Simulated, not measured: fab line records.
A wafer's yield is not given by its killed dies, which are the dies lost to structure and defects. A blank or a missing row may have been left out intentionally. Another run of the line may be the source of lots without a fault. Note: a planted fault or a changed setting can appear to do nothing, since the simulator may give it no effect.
Chamber matching | flow nand harc | 4 sister chambers for NHARC_P_BONDPAD_CMP_32 on cmp-04
The step polishes SiCN, target thk 200 nm. 20 wafers are shown with their chamber, then 10 later ones without.

WAFERS WITH THEIR CHAMBER
wafer  | chamber | motor current A (A) | slurry filter dp kPa (kPa) | retaining ring pressure frac
L078.3 | 1       | 14.9                | 13.34                      | 1.006
L078.4 | 2       | 12.0                | 13.42                      | 1.000
L078.5 | 1       | 14.7                | 13.60                      | 0.995
L079.2 | 1       | 13.9                | 13.55                      | 1.004
L079.3 | 2       | 11.1                | 13.40                      | 1.002
L079.6 | 1       | 15.1                | 13.59                      | 0.997
L081.1 | 1       | 14.9                | 13.59                      | 1.006
L081.2 | 2       | 11.7                | 13.35                      | 0.993
L081.6 | 0       | 14.9                | 13.57                      | 1.003
L083.2 | 3       | 12.1                | 13.43                      | 0.998
L083.3 | 0       | 14.8                | 13.52                      | 1.005
L083.4 | 1       | 14.5                | 13.62                      | 0.997
L082.2 | 2       | 11.9                | 13.42                      | 1.003
L082.4 | 3       | 12.0                | 13.55                      | 1.001
L082.6 | 0       | 14.5                | 13.21                      | 0.994
L089.2 | 0       | 14.4                | 13.27                      | 1.002
L089.3 | 1       | 14.7                | 13.74                      | 0.989
L089.5 | 0       | 15.3                | 13.36                      | 1.000
L088.2 | 0       | 14.4                | 13.38                      | 0.996
L088.4 | 3       | 12.7                | 13.46                      | 1.002

SIGNATURES, as means of the wafers listed above
reading                      | chamber 0 | chamber 1 | chamber 2 | chamber 3 | scatter within a chamber
motor current A              | 14.717    | 14.671    | 11.675    | 12.267    | 0.381
slurry filter dp kPa         | 13.3850   | 13.5757   | 13.3975   | 13.4800   | 0.11
retaining ring pressure frac | 1.00000   | 0.99914   | 0.99950   | 1.00033   | 0.00504
Rule: for each reading, subtract the chamber's mean from the wafer's reading, divide by that reading's scatter and square the result; add these up over the readings and take the root, which gives the wafer's distance from the chamber. If the next closest chamber is less than 2 further off than the closest, the wafer can't be placed; otherwise it belongs to the closest. The scatter: the root of (the sum of the squares of (reading less its chamber's mean) over the shown wafers, divided by (wafers less chambers)).

WAFERS WITH NO CHAMBER GIVEN
wafer  | motor current A (A) | slurry filter dp kPa (kPa) | retaining ring pressure frac
L088.5 | 11.8                | 13.66                      | 1.006
L093.2 | 15.2                | 13.58                      | 1.004
L093.3 | 11.9                | 13.38                      | 1.003
L093.6 | 11.6                | 13.49                      | 1.010
L095.3 | 13.9                | 13.42                      | 1.004
L095.5 | 15.3                | 13.18                      | 0.996
L095.6 | 14.9                | 13.57                      | 1.005
L097.2 | 15.1                | 13.53                      | 1.003
L097.3 | 16.0                | 13.47                      | 1.001
L097.5 | 12.1                | 13.48                      | 0.995

EACH ONE'S CHAMBER
wafer  | from the rows above     | in truth
L088.5 | can't be placed: 3 or 2 | 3
L093.2 | can't be placed: 1 or 0 | 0
L093.3 | can't be placed: 2 or 3 | 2
L093.6 | can't be placed: 2 or 3 | 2
L095.3 | can't be placed: 0 or 1 | 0
L095.5 | can't be placed: 0 or 1 | 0
L095.6 | can't be placed: 1 or 0 | 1
L097.2 | can't be placed: 1 or 0 | 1
L097.3 | can't be placed: 0 or 1 | 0
L097.5 | can't be placed: 3 or 2 | 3
Correct placement for 0 of the 10. From these rows, 10 cannot be placed; in 10 the true chamber is one of the candidates. Placed wrongly: 0.
